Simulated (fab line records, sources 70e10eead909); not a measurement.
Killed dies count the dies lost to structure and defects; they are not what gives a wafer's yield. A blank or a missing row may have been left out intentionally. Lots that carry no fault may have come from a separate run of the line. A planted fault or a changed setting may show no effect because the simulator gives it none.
Code-filled problem report in 8D (eight disciplines) form + flow nand-harc + the parts of the form that need people (team, actions taken, sign-off) are left out

## 1. THE ISSUE
On 3 wafers of 1 lot, overlay-x-nm at NHARC_A_CHANNEL_HOLE_D1_OVL_MEAS_11 has a mean of 3.8 nm; fault-free wafers read 0.0 nm, standard deviation 0.68. That is +5.6 standard deviations from the usual mean.
Seen first at day 14 13:53 on overlay-01, wafer L307.3. The record holds 36 wafers of 12 lots with a number at this step. Rule for "out", or "out of limits": more than 4 standard deviations from the usual mean. The rest of the wafers with a number are treated as sound.

## 2. WHAT IT IS, WHAT IT ISN'T
| question                    | is                     | is not                                                                                             |
|-----------------------------|------------------------|----------------------------------------------------------------------------------------------------|
| which readings at this step | overlay-x-nm           | overlay-y-nm                                                                                       |
| which lots                  | L307                   | L294, L296, L297, L298, L299, L308, L311, L312, L313, L314, L317                                   |
| which wafers of those lots  | all that have a number | -                                                                                                  |
| read on which gauges        | overlay-01             | overlay-02                                                                                         |
| when                        | from day 14 13:53      | up to then (15 sound wafers); but 18 sound wafers of L308, L311, L312, L313, L314, L317 came after |

## 3. WHAT RULES OUT EACH SUSPECT
Counting: a tool at a process step up to the reading stays a suspect if it ran every lot that is out and no sound lot after the first of them.
- the gauge at NHARC_A_CHANNEL_HOLE_D1_OVL_MEAS_11: kept. All the wafers that are out were read on overlay-01, and no step on other tools shows them out.
- arfi-scanner-03 at NHARC_A_CHANNEL_HOLE_D1_EXPOSE_07 (exposes mask HOLE D1, target cd 100 nm): kept. It ran the lot that is out, L307 (day 14 13:40), and no sound lot after that; its last sound lot up to then is L299 (day 10 11:18).
Left after counting: arfi-scanner-03 at NHARC_A_CHANNEL_HOLE_D1_EXPOSE_07, overlay-01 at NHARC_A_CHANNEL_HOLE_D1_OVL_MEAS_11.

## 4. THE CAUSE (what the simulator had put in)
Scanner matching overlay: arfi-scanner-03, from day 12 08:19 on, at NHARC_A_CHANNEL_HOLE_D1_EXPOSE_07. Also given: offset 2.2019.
This tool is one of the 2 suspects left after counting.

## 5. THE CHAIN OF EFFECTS, in route order
Rows list readings where the struck wafers' mean (over those with a number) sits beyond 3 standard deviations from the usual. Only readings for which the record gives a usual standard deviation are gone through. hours: the time from each lot's start at the first step in this table that gives one to its start at this step, as a median over the lots. sigmas: the change in usual standard deviations.
| hours | step                                | reading      | usual  | on struck wafers | change | sigmas |
|-------|-------------------------------------|--------------|--------|------------------|--------|--------|
| 0     | NHARC_A_CHANNEL_HOLE_D1_OVL_MEAS_11 | overlay-x-nm | 0.0 nm | 3.8              | +3.8   | +5.6   |
Later measuring or inspecting steps at which every struck wafer that the step has a row for has a number for every such reading, and none has moved that far: NHARC_A_CHANNEL_HOLE_D1_INSPECT_12.

## 6. WHAT WOULD HAVE CAUGHT IT SOONER
In this record the first reading out of limits at a measuring or inspecting step was taken at day 14 13:53, 54 hours after the fault began at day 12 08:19.
The start of NHARC_A_CHANNEL_HOLE_D1_EXPOSE_07 on arfi-scanner-03 came by day 14 13:53 for every one of the lots that are out (1). Tool hold at that time: it would have spared none of them.
